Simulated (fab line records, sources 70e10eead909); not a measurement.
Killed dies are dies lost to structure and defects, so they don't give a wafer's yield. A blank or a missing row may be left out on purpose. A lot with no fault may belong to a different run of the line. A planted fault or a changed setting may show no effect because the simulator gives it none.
fab line records	flow nandHarc
[record] lots = 24	wafers = 72	lastDay = 33
route steps=1302 shown A_SGD_CUT@920 A_CONTACT@998
lots that met no fault: from a run of the same line without faults
startH: hours from the record's first day to the start of the lot's first wafer shown	waitH: hours since the lot's step before	" the same as in the row above	L1.1+2: one row covering several wafers at once	- either no value or no given start	* or withheld: withheld	< > ~ a bound
route shown NAME@n: NAME is a module with steps in the file, n the number in the route of the first one	usual: mean and standard deviation over wafers with no fault	same: alike in all rows	chamber/n: place in a boat	sites: the reading at each site	_std_site: their standard deviation	_edge_site: inner sites' mean taken away from outer sites' mean	radiusMm: for every site, how far away it sits from the centre of the wafer	mask NAME#n: copy n	behind: the tool/chamber that last shaped the wafer	hold: what put the lot on hold/how long, in hours/how the hold closed	device: names the non-switching transistor (n, p or np)	end of line: the route-end tests of the same wafers	where a step has no rows: the recipe by itself	killed: not the wafer's yield, but the dies lost to structure and defects at the first sort	map: a wafer's dies, x killed, . not, _ none there
set.NAME: the setting as run; set.NAME@STEP: as run at that earlier step	model.NAME: the simulator's own value behind a step, which no gauge read
steps of the route over a sample of lots; a table a step, a row a wafer
services: the hour from which a tool's chamber was out of use, counted from the record's first day as startH (under 0 if before that day), plus the number of hours and why
[[steps]]
[step NHARC_A_SGD_CUT_STRIP_28]
[recipe] timeS = 20	o2FlowSccm = 500	arFlowSccm = 0	biasW = 0	chemistry = O2
[usual] drypumpMotorCurrentA = 5.99/0.29	o2FlowSccm = 500.2/1.5	oesProductAu = 0.997/0.012	rfVppV = 57.6/0.89	showerheadPlenumPTorr = 3.44/0.11	throttleValvePct = 17.036/0.0092
lot.wafer	tool	chamber	startH	waitH	drypumpMotorCurrentA	o2FlowSccm	oesProductAu	rfHoursCounterH	rfVppV	showerheadPlenumPTorr	throttleValvePct
L074.1	rieDiel-03	1	-	-	6.67	500.9	0.989	12	59.0	3.58	17.015
L074.2	"	3	"	"	6.22	501.7	0.978	11	58.3	3.52	17.035
L074.5	"	1	"	"	6.62	502.5	0.997	-	57.2	3.58	17.040
L076.3	rieDiel-03	0	-	-	5.74	495.9	0.985	15	58.4	3.35	17.039
L076.1	"	2	"	"	5.94	501.0	0.978	14	58.0	3.34	17.036
L076.6	"	0	"	"	5.71	495.9	0.982	-	56.6	3.35	17.037
L075.1	rieDiel-03	2	-	-	5.90	502.5	0.986	14	57.1	3.33	17.034
L075.2	"	3	"	"	6.23	501.8	0.968	13	58.0	3.52	17.040
L075.5	"	1	"	"	6.59	499.4	0.994	-	58.6	3.58	17.030
L077.1	rieDiel-03	3	-	-	6.20	498.8	0.992	2	57.4	3.52	17.041
L077.2	"	1	"	"	6.68	499.7	0.997	2	58.4	3.58	17.027
L077.5	"	0	"	"	5.75	501.8	1.017	-	58.4	3.35	17.039
L079.4	rieDiel-09	1	-	-	5.68	501.0	0.999	8	57.5	3.70	17.014
L079.3	"	2	"	"	6.06	499.6	0.995	8	56.8	3.44	17.046
L079.6	"	2	"	"	6.05	498.8	1.001	-	57.6	3.44	17.028
L078.4	rieDiel-08	1	-	-	5.86	502.3	0.992	6	58.5	3.48	17.046
L078.5	"	1	"	"	5.86	502.1	0.999	-	57.3	3.48	17.032
L078.6	"	2	"	"	6.23	503.7	0.976	-	56.9	3.34	17.042
L081.4	rieDiel-08	1	-	-	5.86	498.8	1.010	6	57.6	3.48	17.035
L081.2	"	2	"	"	6.23	500.7	0.979	6	58.2	3.34	17.039
L081.5	"	2	"	"	6.23	501.3	0.974	-	57.3	3.34	17.028
L082.4	rieDiel-03	0	-	-	5.77	502.3	1.006	4	56.8	3.35	17.033
L082.2	"	3	"	"	6.22	501.3	0.980	4	57.2	3.52	17.025
L082.6	"	1	"	"	6.71	500.3	1.004	-	57.2	3.58	17.039
L080.4	rieDiel-09	1	-	-	5.70	499.7	1.002	1	56.9	3.70	17.045
L080.2	"	0	"	"	5.99	498.6	1.024	1	56.3	3.32	17.042
L080.5	"	1	"	"	5.68	499.3	1.005	-	59.0	3.70	17.039
L084.3	rieDiel-08	1	-	-	5.86	498.0	1.007	8	56.4	3.48	17.032
L084.2	"	2	"	"	6.24	498.8	0.978	9	58.0	3.34	17.023
L084.1	"	0	"	"	5.95	499.7	0.989	7	59.7	3.42	17.031
L083.3	rieDiel-03	0	-	-	5.72	499.7	1.015	7	57.6	3.35	17.025
L083.2	"	3	"	"	6.23	499.2	0.987	7	57.3	3.52	17.039
L083.5	"	1	"	"	6.65	501.0	1.005	-	59.1	3.57	17.038
L085.1	rieDiel-09	1	-	-	5.68	503.0	1.007	2	59.4	3.70	17.048
L085.3	"	0	"	"	5.98	500.7	1.013	2	57.8	3.32	17.042
L085.6	"	2	"	"	6.07	501.5	0.985	-	57.6	3.43	17.033
L086.2	rieDiel-08	0	-	-	5.96	500.1	1.002	1	57.6	3.42	17.052
L086.4	"	2	"	"	6.26	500.1	0.979	1	57.5	3.34	17.032
L086.6	"	3	"	"	5.50	503.5	0.992	-	57.1	3.43	17.044
L087.2	rieDiel-09	0	-	-	6.04	499.7	1.021	4	58.9	3.32	17.043
L087.1	"	3	"	"	6.09	500.8	0.998	4	55.9	3.41	17.047
L087.6	"	1	"	"	5.69	500.1	1.003	-	57.6	3.70	17.016
L089.2	rieDiel-08	0	-	-	5.95	503.1	1.002	1	56.4	3.42	17.044
L089.4	"	1	"	"	5.86	499.0	0.999	2	57.3	3.48	17.035
L089.5	"	2	"	"	6.23	502.1	0.979	-	56.4	3.34	17.046
L088.3	rieDiel-09	2	-	-	6.05	498.9	1.013	5	57.6	3.43	17.022
L088.5	"	2	"	"	6.06	499.0	1.012	-	58.5	3.43	17.021
L088.6	"	3	"	"	6.07	499.9	0.999	-	57.4	3.41	17.038
L091.3	rieDiel-08	2	-	-	6.23	498.8	0.979	2	57.1	3.33	17.035
L091.2	"	3	"	"	5.50	500.5	0.990	2	56.4	3.43	17.029
L091.6	"	0	"	"	5.92	498.0	1.003	-	57.1	3.42	17.039
L090.1	rieDiel-09	3	-	-	6.07	500.6	0.995	5	57.3	3.41	17.040
L090.3	"	1	"	"	5.67	498.5	1.000	5	58.4	3.70	17.050
L090.2	"	2	"	"	6.05	496.3	1.004	5	57.1	3.43	17.039
L092.3	rieDiel-08	0	-	-	5.94	502.6	0.999	2	56.7	3.42	17.047
L092.1	"	2	"	"	6.23	499.4	0.980	3	56.8	3.33	17.044
L092.5	"	0	"	"	5.95	502.5	1.000	-	58.2	3.42	17.032
L093.3	rieDiel-08	1	-	-	5.88	497.6	1.000	3	57.3	3.48	17.044
L093.5	"	3	"	"	5.50	500.3	0.981	-	57.3	3.43	17.014
L093.6	"	0	"	"	5.94	498.0	1.004	-	57.6	3.42	17.024
L094.4	rieDiel-09	2	-	-	6.05	497.8	1.015	6	58.7	3.43	17.047
L094.1	"	0	"	"	5.99	498.4	1.009	8	57.3	3.31	17.035
L094.5	"	3	"	"	6.07	500.0	0.998	-	56.5	3.41	17.040
L095.1	rieDiel-03	3	-	-	6.22	501.4	0.997	1	58.2	3.51	17.043
L095.4	"	1	"	"	6.67	499.3	0.984	1	59.3	3.57	17.034
L095.5	"	2	"	"	5.93	501.7	1.010	-	58.0	3.33	17.024
L096.4	rieDiel-08	2	-	-	6.20	501.4	0.984	5	57.1	3.33	17.027
L096.6	"	0	"	"	5.95	499.7	0.992	-	57.3	3.42	17.030
L096.5	"	1	"	"	5.84	502.1	0.982	-	57.1	3.48	17.032
L097.3	rieDiel-03	1	-	-	6.67	501.3	0.994	3	57.4	3.57	17.039
L097.1	"	2	"	"	5.95	501.2	1.013	3	56.6	3.33	17.021
L097.4	"	0	"	"	5.71	501.4	0.987	3	57.9	3.34	17.043
[step NHARC_A_CONTACT_OVL_MEAS_43]
[usual] overlayXNm = 0.0/0.79	overlayYNm = 0.1/0.81
lot.wafer	tool	chamber	startH	waitH	overlayXNm	overlayYNm
L074.1	overlay-01	-	478.76	-	0.5	-0.1
L074.2	"	-	"	"	0.6	-0.1
L074.5	"	-	"	"	1.0	-0.5
L076.1	overlay-01	-	501.51	-	0.1	0.3
L076.3	"	-	"	"	0.6	-0.2
L076.6	"	-	"	"	0.2	-0.1
L075.1	overlay-02	-	502.02	-	-1.1	0.0
L075.2	"	-	"	"	-1.1	-0.4
L075.5	"	-	"	"	-1.1	0.4
L077.1	overlay-02	-	526.27	-	0.6	1.6
L077.2	"	-	"	"	0.1	1.6
L077.5	"	-	"	"	0.0	1.0
L079.3	overlay-02	-	526.51	-	-0.3	-0.1
L079.4	"	-	"	"	-0.1	-0.3
L079.6	"	-	"	"	-0.5	-0.5
L078.4	overlay-02	-	534.72	-	0.5	0.0
L078.5	"	-	"	"	-0.4	-0.1
L078.6	"	-	"	"	0.3	0.1
L082.2	overlay-01	-	558.84	-	-0.1	-1.1
L082.4	"	-	"	"	0.2	-0.8
L082.6	"	-	"	"	0.1	-0.8
L081.2	overlay-02	-	561.50	-	-0.1	0.6
L081.4	"	-	"	"	-0.3	0.6
L081.5	"	-	"	"	-0.5	1.3
L080.2	overlay-02	-	564.75	-	-0.1	-0.6
L080.4	"	-	"	"	-0.5	0.1
L080.5	"	-	"	"	-0.3	-0.5
L083.2	overlay-01	-	585.68	-	1.1	-0.4
L083.3	"	-	"	"	1.1	-0.4
L083.5	"	-	"	"	0.8	-0.8
L084.1	overlay-01	-	586.24	-	-0.2	2.0
L084.2	"	-	"	"	-0.3	2.4
L084.3	"	-	"	"	-0.4	2.1
L085.1	overlay-01	-	590.22	-	1.0	-0.2
L085.3	"	-	"	"	0.9	0.5
L085.6	"	-	"	"	0.6	-0.1
L086.2	overlay-02	-	606.45	-	-0.4	0.3
L086.4	"	-	"	"	-0.5	-0.4
L086.6	"	-	"	"	-0.5	0.1
L087.1	overlay-02	-	620.47	-	-0.2	-0.8
L087.2	"	-	"	"	-0.1	-0.3
L087.6	"	-	"	"	-0.2	0.1
L088.3	overlay-02	-	636.91	-	0.7	0.5
L088.5	"	-	"	"	0.4	0.2
L088.6	"	-	"	"	0.7	-0.3
L089.2	overlay-02	-	638.16	-	1.7	-0.1
L089.4	"	-	"	"	1.9	-0.2
L089.5	"	-	"	"	1.1	-0.3
L090.1	overlay-02	-	651.32	-	-0.2	-0.6
L090.2	"	-	"	"	-0.4	-0.6
L090.3	"	-	"	"	0.0	-0.8
L091.2	overlay-02	-	652.68	-	-1.6	0.4
L091.3	"	-	"	"	-1.5	0.6
L091.6	"	-	"	"	-1.3	0.0
L092.1	overlay-01	-	661.37	-	1.0	-1.1
L092.3	"	-	"	"	0.4	-1.3
L092.5	"	-	"	"	0.3	-0.9
L093.3	overlay-01	-	675.77	-	-0.4	-0.4
L093.5	"	-	"	"	0.4	-0.1
L093.6	"	-	"	"	0.4	0.0
L094.1	overlay-01	-	685.11	-	-0.5	-0.9
L094.4	"	-	"	"	-0.9	-0.2
L094.5	"	-	"	"	-0.5	-1.2
L095.1	overlay-02	-	705.77	-	-0.8	0.5
L095.4	"	-	"	"	-0.4	0.2
L095.5	"	-	"	"	-0.7	0.1
L096.4	overlay-02	-	707.28	-	0.8	1.9
L096.5	"	-	"	"	0.4	2.4
L096.6	"	-	"	"	0.4	1.5
L097.1	overlay-02	-	726.41	-	-1.7	0.7
L097.3	"	-	"	"	-2.1	0.0
L097.4	"	-	"	"	-1.6	-0.8
[step NHARC_A_CONTACT_ETCH_114]
[recipe] sourceW = withheld	pressureMtorr = 20	biasV = 3000	timeS = 190	targetDepthA = 18500	arFlowSccm = withheld	c4f8FlowSccm = withheld	o2FlowSccm = withheld	chemistry = C4F8/O2/Ar
[usual] oesAirLineAu = 1.000/0.02
lot.wafer	tool	chamber	startH	waitH	oesAirLineAu	rfHoursCounterH
L074.2	harCapEtch-01	0	481.28	0.1	0.961	124
L074.1	"	1	"	"	1.005	124
L074.5	"	1	"	"	0.979	-
L076.1	harCapEtch-03	1	504.02	0.1	1.034	43
L076.3	"	1	"	"	1.014	-
L076.6	"	0	"	"	1.031	-
L075.2	harCapEtch-02	0	505.83	0.1	1.025	87
L075.1	"	1	"	"	0.988	87
L075.5	"	0	"	"	1.027	-
L077.1	harCapEtch-01	0	528.74	0.1	0.994	2
L077.2	"	1	"	"	1.000	2
L077.5	"	1	"	"	0.991	-
L079.3	harCapEtch-03	1	531.87	0.1	0.996	-
L079.4	"	0	"	"	1.004	-
L079.6	"	1	"	"	1.018	-
L078.4	harCapEtch-02	0	537.39	0.1	0.977	-
L078.6	"	1	"	"	1.013	-
L078.5	"	0	"	"	0.963	-
L082.2	harCapEtch-01	1	561.36	0.1	0.989	8
L082.4	"	0	"	"	0.974	-
L082.6	"	1	"	"	0.997	-
L081.2	harCapEtch-03	0	563.98	0.1	0.979	53
L081.4	"	0	"	"	0.984	-
L081.5	"	1	"	"	0.963	-
L080.2	harCapEtch-02	1	567.21	0.1	0.970	98
L080.4	"	1	"	"	0.998	-
L080.5	"	1	"	"	1.006	-
L083.2	harCapEtch-01	1	588.50	0.1	1.016	13
L083.3	"	1	"	"	1.012	-
L083.5	"	1	"	"	0.986	-
L084.1	harCapEtch-03	1	589.08	0.1	1.017	58
L084.2	"	0	"	"	1.007	58
L084.3	"	0	"	"	1.003	-
L085.1	harCapEtch-02	0	593.50	0.1	1.012	103
L085.3	"	0	"	"	0.995	-
L085.6	"	1	"	"	1.012	-
L086.2	harCapEtch-01	1	608.92	0.1	0.974	18
L086.4	"	0	"	"	0.997	-
L086.6	"	1	"	"	1.004	-
L087.2	harCapEtch-02	0	622.94	0.1	1.002	108
L087.1	"	1	"	"	1.006	108
L087.6	"	0	"	"	1.002	-
L088.3	harCapEtch-02	1	639.43	0.1	0.985	-
L088.6	"	1	"	"	1.024	-
L088.5	"	0	"	"	0.976	-
L089.2	harCapEtch-03	0	640.64	0.1	1.037	67
L089.4	"	0	"	"	0.985	-
L089.5	"	1	"	"	1.000	-
L090.1	harCapEtch-03	0	653.77	0.1	0.979	69
L090.2	"	1	"	"	0.983	69
L090.3	"	1	"	"	1.010	-
L091.2	harCapEtch-01	1	655.19	0.1	0.987	26
L091.3	"	0	"	"	0.983	-
L091.6	"	0	"	"	0.999	-
L092.1	harCapEtch-01	1	663.84	0.1	1.013	29
L092.3	"	0	"	"	1.013	-
L092.5	"	0	"	"	1.001	-
L093.3	harCapEtch-02	0	678.33	0.1	0.991	-
L093.5	"	1	"	"	0.975	-
L093.6	"	0	"	"	1.014	-
L094.1	harCapEtch-01	0	687.65	0.1	1.015	34
L094.4	"	1	"	"	1.014	-
L094.5	"	0	"	"	0.986	-
L095.1	harCapEtch-03	1	708.24	0.1	1.004	78
L095.4	"	1	"	"	1.012	-
L095.5	"	1	"	"	1.011	-
L096.4	harCapEtch-01	0	709.79	0.1	0.992	-
L096.6	"	0	"	"	0.983	-
L096.5	"	1	"	"	1.026	-
L097.1	harCapEtch-03	1	728.91	0.1	0.998	82
L097.4	"	0	"	"	0.999	-
L097.3	"	1	"	"	1.030	-
[step NHARC_A_CONTACT_ETCH_118]
[recipe] sourceW = withheld	pressureMtorr = 20	biasV = 3000	timeS = 190	targetDepthA = 18500	arFlowSccm = withheld	c4f8FlowSccm = withheld	o2FlowSccm = withheld	chemistry = C4F8/O2/Ar
[usual] oesAirLineAu = 0.999/0.022
lot.wafer	tool	chamber	startH	waitH	oesAirLineAu	rfHoursCounterH
L074.2	harCapEtch-01	0	481.97	0.1	0.989	125
L074.1	"	1	"	"	1.010	125
L074.5	"	1	"	"	1.053	-
L076.1	harCapEtch-03	1	504.70	0.1	0.985	43
L076.3	"	1	"	"	0.985	-
L076.6	"	0	"	"	0.974	-
L075.2	harCapEtch-02	0	506.51	0.1	1.015	88
L075.1	"	1	"	"	0.990	88
L075.5	"	0	"	"	0.988	-
L077.1	harCapEtch-01	0	529.43	0.1	1.022	3
L077.2	"	1	"	"	0.961	3
L077.5	"	1	"	"	0.959	-
L079.3	harCapEtch-03	1	532.56	0.1	1.016	-
L079.4	"	0	"	"	1.028	-
L079.6	"	1	"	"	0.968	-
L078.4	harCapEtch-02	0	538.07	0.1	0.983	-
L078.6	"	1	"	"	0.995	-
L078.5	"	0	"	"	1.004	-
L082.2	harCapEtch-01	1	562.04	0.1	0.955	9
L082.4	"	0	"	"	1.016	-
L082.6	"	1	"	"	0.980	-
L081.2	harCapEtch-03	0	564.66	0.1	0.989	54
L081.4	"	0	"	"	0.991	-
L081.5	"	1	"	"	0.993	-
L080.2	harCapEtch-02	1	567.89	0.1	0.961	98
L080.4	"	1	"	"	0.994	-
L080.5	"	1	"	"	0.996	-
L083.2	harCapEtch-01	1	589.19	0.1	1.010	14
L083.3	"	1	"	"	0.970	-
L083.5	"	1	"	"	1.041	-
L084.1	harCapEtch-03	1	589.76	0.1	1.022	59
L084.2	"	0	"	"	0.955	59
L084.3	"	0	"	"	0.966	-
L085.1	harCapEtch-02	0	594.18	0.1	1.005	104
L085.3	"	0	"	"	1.025	-
L085.6	"	1	"	"	1.003	-
L086.2	harCapEtch-01	1	609.59	0.1	1.010	18
L086.4	"	0	"	"	0.988	-
L086.6	"	1	"	"	1.013	-
L087.2	harCapEtch-02	0	623.63	0.1	0.969	109
L087.1	"	1	"	"	0.971	109
L087.6	"	0	"	"	0.986	-
L088.3	harCapEtch-02	1	640.11	0.1	0.982	-
L088.6	"	1	"	"	1.008	-
L088.5	"	0	"	"	0.984	-
L089.2	harCapEtch-03	0	641.33	0.1	1.006	67
L089.4	"	0	"	"	1.059	-
L089.5	"	1	"	"	1.010	-
L090.1	harCapEtch-03	0	654.45	0.1	0.967	69
L090.2	"	1	"	"	0.999	69
L090.3	"	1	"	"	0.991	-
L091.2	harCapEtch-01	1	655.86	0.1	1.005	27
L091.3	"	0	"	"	1.043	-
L091.6	"	0	"	"	1.018	-
L092.1	harCapEtch-01	1	664.52	0.1	1.032	29
L092.3	"	0	"	"	0.996	-
L092.5	"	0	"	"	1.003	-
L093.3	harCapEtch-02	0	679.02	0.1	0.996	-
L093.5	"	1	"	"	0.957	-
L093.6	"	0	"	"	0.987	-
L094.1	harCapEtch-01	0	688.34	0.1	1.033	35
L094.4	"	1	"	"	1.022	-
L094.5	"	0	"	"	1.047	-
L095.1	harCapEtch-03	1	708.93	0.1	1.018	79
L095.4	"	1	"	"	1.010	-
L095.5	"	1	"	"	1.018	-
L096.4	harCapEtch-01	0	710.47	0.1	0.981	-
L096.6	"	0	"	"	0.980	-
L096.5	"	1	"	"	0.994	-
L097.1	harCapEtch-03	1	729.60	0.1	0.990	83
L097.4	"	0	"	"	0.992	-
L097.3	"	1	"	"	1.004	-
[step NHARC_A_CONTACT_ETCH_90]
[recipe] targetDepthA = 400	overEtchFrac = 0.5	timeS = 85.7	ionEnergyEv = 120	ch3fFlowSccm = 50	o2FlowSccm = 30	arFlowSccm = 200	rfW = 500	biasW = 100	chemistry = CH3F/O2
[usual] drypumpMotorCurrentA = 5.8/0.55	o2FlowSccm = 29.99/0.082	oesProductAu = 0.95/0.035	rfVppV = 244.0/1.3	showerheadPlenumPTorr = 2.44/0.079	throttleValvePct = 20.664/0.0085
lot.wafer	tool	chamber	startH	waitH	drypumpMotorCurrentA	o2FlowSccm	oesProductAu	rfHoursCounterH	rfVppV	showerheadPlenumPTorr	throttleValvePct
L074.1	rieDiel-01	2	483.81	0.8	5.2	30.05	0.93	26	244.8	2.45	20.654
L074.2	"	3	"	"	5.6	29.78	0.93	33	243.1	2.41	20.673
L074.5	"	3	"	"	5.6	29.97	0.94	-	243.8	2.41	20.656
L076.1	rieDiel-06	2	506.56	0.9	5.6	29.98	0.92	3	242.2	2.32	20.645
L076.3	"	3	"	"	6.5	29.84	0.94	3	243.8	2.51	20.667
L076.6	"	1	"	"	6.2	29.95	0.92	-	247.2	2.58	20.673
L075.2	rieDiel-06	0	508.37	0.9	5.0	29.95	0.94	3	244.4	2.44	20.677
L075.1	"	1	"	"	6.2	30.12	0.93	4	245.9	2.58	20.661
L075.5	"	3	"	"	6.5	29.92	0.93	-	243.6	2.51	20.656
L077.1	rieDiel-06	1	531.29	0.9	6.2	29.98	0.95	8	246.1	2.57	20.685
L077.2	"	2	"	"	5.6	29.94	0.95	8	243.3	2.32	20.666
L077.5	"	0	"	"	5.0	29.94	0.96	-	244.5	2.44	20.662
L079.3	rieDiel-06	0	534.34	0.7	5.0	30.19	1.00	8	244.0	2.44	20.667
L079.4	"	1	"	"	6.3	29.91	1.00	8	246.2	2.57	20.671
L079.6	"	1	"	"	6.3	29.90	0.99	-	246.5	2.57	20.667
L078.4	rieDiel-06	0	539.83	0.6	5.0	29.99	0.92	9	244.3	2.44	20.671
L078.6	"	3	"	"	6.5	29.85	0.92	-	244.7	2.50	20.653
L078.5	"	0	"	"	5.0	30.13	0.93	-	242.9	2.44	20.661
L082.4	rieDiel-13	3	563.84	0.7	6.3	30.04	0.98	6	245.3	2.41	20.672
L082.2	"	2	"	"	5.9	30.04	0.99	11	242.0	2.38	20.676
L082.6	"	3	"	"	6.3	30.02	0.98	-	242.1	2.41	20.665
L081.2	rieDiel-13	0	566.46	0.8	5.4	30.00	0.98	11	244.5	2.46	20.657
L081.4	"	1	"	"	5.7	29.96	0.99	11	243.9	2.37	20.675
L081.5	"	1	"	"	5.7	29.95	1.00	-	243.5	2.37	20.669
L080.2	rieDiel-13	3	569.75	0.9	6.2	29.93	0.98	7	243.8	2.41	20.676
L080.4	"	0	"	"	5.4	29.96	1.00	12	243.1	2.46	20.663
L080.5	"	1	"	"	5.7	30.01	1.00	-	243.2	2.37	20.658
L083.2	rieDiel-06	0	591.37	1.2	5.0	30.06	0.95	20	244.5	2.43	20.655
L083.3	"	1	"	"	6.2	30.03	0.94	20	244.3	2.57	20.661
L083.5	"	0	"	"	5.0	29.89	0.95	-	243.8	2.43	20.662
L084.3	rieDiel-13	2	591.67	0.7	5.9	30.08	0.91	19	243.6	2.37	20.641
L084.2	"	3	"	"	6.3	30.01	0.97	20	243.3	2.40	20.667
L084.1	"	0	"	"	5.4	29.95	0.92	25	243.7	2.46	20.669
L085.3	rieDiel-06	0	595.99	0.6	5.0	29.82	0.93	21	243.7	2.43	20.665
L085.1	"	2	"	"	5.6	30.16	0.92	17	242.5	2.31	20.657
L085.6	"	0	"	"	5.0	29.82	0.92	-	242.8	2.43	20.674
L086.2	rieDiel-06	3	611.43	0.9	6.5	30.07	1.01	23	244.8	2.50	20.641
L086.4	"	0	"	"	5.0	30.00	0.99	24	243.0	2.43	20.657
L086.6	"	3	"	"	6.5	30.04	1.01	-	245.2	2.50	20.664
L087.2	rieDiel-06	2	625.48	0.9	5.6	30.01	0.95	22	242.5	2.31	20.672
L087.1	"	3	"	"	6.5	30.04	0.96	25	244.6	2.50	20.653
L087.6	"	1	"	"	6.2	30.01	0.95	-	244.3	2.57	20.674
L088.3	rieDiel-06	2	641.88	0.7	5.6	29.95	0.94	25	241.6	2.31	20.665
L088.5	"	2	"	"	5.6	29.84	0.94	-	242.8	2.31	20.674
L088.6	"	3	"	"	6.5	29.94	0.95	-	244.6	2.50	20.687
L089.2	rieDiel-06	2	643.16	0.9	5.6	29.89	0.92	26	243.4	2.31	20.663
L089.4	"	0	"	"	5.0	29.99	0.92	28	244.9	2.43	20.668
L089.5	"	2	"	"	5.6	29.82	0.92	-	242.9	2.31	20.661
L090.1	rieDiel-01	0	656.73	1.0	6.3	29.94	1.04	28	241.1	2.34	20.657
L090.3	"	2	"	"	5.2	29.83	0.98	29	244.3	2.43	20.671
L090.2	"	3	"	"	5.6	29.96	1.03	29	241.7	2.39	20.672
L091.3	rieDiel-13	2	657.65	0.7	5.9	30.04	0.90	41	243.9	2.37	20.682
L091.2	"	0	"	"	5.4	29.97	0.92	48	244.1	2.45	20.670
L091.6	"	2	"	"	5.9	30.12	0.89	-	243.9	2.37	20.659
L092.1	rieDiel-13	2	666.32	0.8	5.9	29.97	0.90	44	243.8	2.36	20.683
L092.3	"	3	"	"	6.2	30.07	0.91	42	244.8	2.39	20.646
L092.5	"	3	"	"	6.2	29.98	0.91	-	242.5	2.39	20.672
L093.3	rieDiel-13	3	680.77	0.6	6.3	30.03	0.91	48	243.6	2.39	20.662
L093.5	"	2	"	"	5.9	29.95	0.90	-	243.7	2.36	20.659
L093.6	"	3	"	"	6.2	29.99	0.92	-	242.6	2.39	20.672
L094.1	rieDiel-06	1	690.14	0.8	6.2	30.00	1.01	4	245.6	2.56	20.665
L094.4	"	2	"	"	5.6	30.00	1.01	4	241.4	2.31	20.673
L094.5	"	0	"	"	5.0	30.03	1.01	-	243.6	2.43	20.671
L095.4	rieDiel-06	0	710.73	0.6	5.0	29.96	0.93	7	244.1	2.43	20.678
L095.1	"	2	"	"	5.6	30.04	0.93	9	241.1	2.31	20.674
L095.5	"	0	"	"	5.0	29.94	0.93	-	244.8	2.43	20.655
L096.4	rieDiel-06	2	712.25	0.7	5.6	29.79	0.94	9	243.5	2.31	20.669
L096.5	"	2	"	"	5.6	29.97	0.94	-	242.3	2.31	20.667
L096.6	"	3	"	"	6.5	30.04	0.92	-	244.4	2.49	20.658
L097.3	rieDiel-06	0	731.41	0.6	5.0	30.01	0.99	11	242.6	2.42	20.657
L097.1	"	1	"	"	6.2	30.00	0.99	12	244.1	2.56	20.658
L097.4	"	2	"	"	5.6	29.98	1.00	12	242.3	2.30	20.663
[step NHARC_A_CONTACT_CD_MEAS_69]
[recipe] targetCdNm = 300	landingEnergyEv = 500
[usual] cdNm = 299.9/0.68
lot.wafer	tool	chamber	startH	waitH	cdNm
L074.1	cdSem-01	0	497.39	-	300.6
L074.2	"	0	"	"	299.8
L074.5	"	0	"	"	299.9
L076.1	cdSem-01	0	511.80	-	299.9
L076.3	"	0	"	"	298.5
L076.6	"	0	"	"	299.9
L075.1	cdSem-02	0	514.10	-	300.0
L075.2	"	0	"	"	299.6
L075.5	"	0	"	"	299.9
L077.1	cdSem-03	0	536.29	-	299.7
L077.2	"	0	"	"	301.1
L077.5	"	0	"	"	300.2
L079.3	cdSem-03	0	539.50	-	299.9
L079.4	"	0	"	"	299.4
L079.6	"	0	"	"	300.4
L078.4	cdSem-03	0	545.09	-	300.6
L078.5	"	0	"	"	299.6
L078.6	"	0	"	"	300.1
L082.2	cdSem-02	0	568.99	-	300.0
L082.4	"	0	"	"	299.8
L082.6	"	0	"	"	299.6
L081.2	cdSem-01	0	572.22	-	299.4
L081.4	"	0	"	"	299.4
L081.5	"	0	"	"	299.8
L080.2	cdSem-03	0	574.76	-	300.9
L080.4	"	0	"	"	300.3
L080.5	"	0	"	"	300.6
L084.1	cdSem-02	0	597.27	-	299.2
L084.2	"	0	"	"	300.0
L084.3	"	0	"	"	299.0
L083.2	cdSem-03	0	600.08	-	300.9
L083.3	"	0	"	"	300.2
L083.5	"	0	"	"	299.9
L085.1	cdSem-01	0	603.31	-	300.0
L085.3	"	0	"	"	299.8
L085.6	"	0	"	"	299.9
L086.2	cdSem-03	0	617.68	-	300.3
L086.4	"	0	"	"	299.3
L086.6	"	0	"	"	299.8
L087.1	cdSem-01	0	630.83	-	298.1
L087.2	"	0	"	"	298.9
L087.6	"	0	"	"	298.5
L088.3	cdSem-02	0	647.06	-	299.8
L088.5	"	0	"	"	299.0
L088.6	"	0	"	"	299.9
L089.2	cdSem-03	0	648.91	-	300.3
L089.4	"	0	"	"	299.1
L089.5	"	0	"	"	300.7
L090.1	cdSem-03	0	662.63	-	298.9
L090.2	"	0	"	"	300.1
L090.3	"	0	"	"	299.5
L091.2	cdSem-01	0	662.85	-	298.4
L091.3	"	0	"	"	299.8
L091.6	"	0	"	"	300.2
L092.1	cdSem-01	0	673.42	-	300.2
L092.3	"	0	"	"	300.5
L092.5	"	0	"	"	299.1
L093.3	cdSem-03	0	686.43	-	300.6
L093.5	"	0	"	"	300.8
L093.6	"	0	"	"	300.0
L094.1	cdSem-02	0	695.40	-	299.5
L094.4	"	0	"	"	300.3
L094.5	"	0	"	"	299.4
L095.1	cdSem-01	0	716.10	-	299.1
L095.4	"	0	"	"	299.7
L095.5	"	0	"	"	300.3
L096.4	cdSem-02	0	717.92	-	299.4
L096.5	"	0	"	"	300.7
L096.6	"	0	"	"	300.7
L097.1	cdSem-02	0	737.61	-	299.2
L097.3	"	0	"	"	299.6
L097.4	"	0	"	"	298.9
[[services]]
tool	chamber	startH	hours	kind
rieDiel-08	3	447.71	15.0	repair
rieDiel-03	-	458.30	9.0	pm
rieDiel-06	-	484.24	9.0	pm
rieDiel-09	-	491.30	1.5	repair
harCapEtch-01	-	497.00	17.0	pm
rieDiel-09	-	497.31	9.0	pm
harCapEtch-02	-	515.90	0.5	repair
rieDiel-09	-	517.32	0.3	repair
rieDiel-13	-	519.00	9.0	pm
rieDiel-09	3	533.60	1.4	repair
rieDiel-08	-	544.85	9.0	pm
rieDiel-06	2	586.16	8.3	repair
rieDiel-03	3	614.82	6.3	repair
rieDiel-09	2	624.18	10.4	repair
harCapEtch-01	-	624.35	0.1	repair
rieDiel-03	-	635.30	9.0	pm
rieDiel-09	2	644.35	24.0	repair
harCapEtch-03	-	648.00	0.6	repair
rieDiel-13	3	648.51	3.9	repair
rieDiel-06	-	661.24	9.0	pm
rieDiel-09	-	674.31	9.0	pm
rieDiel-09	3	695.57	12.7	repair
rieDiel-03	0	702.93	3.4	repair
rieDiel-08	-	721.85	9.0	pm
[[key]]
fault none
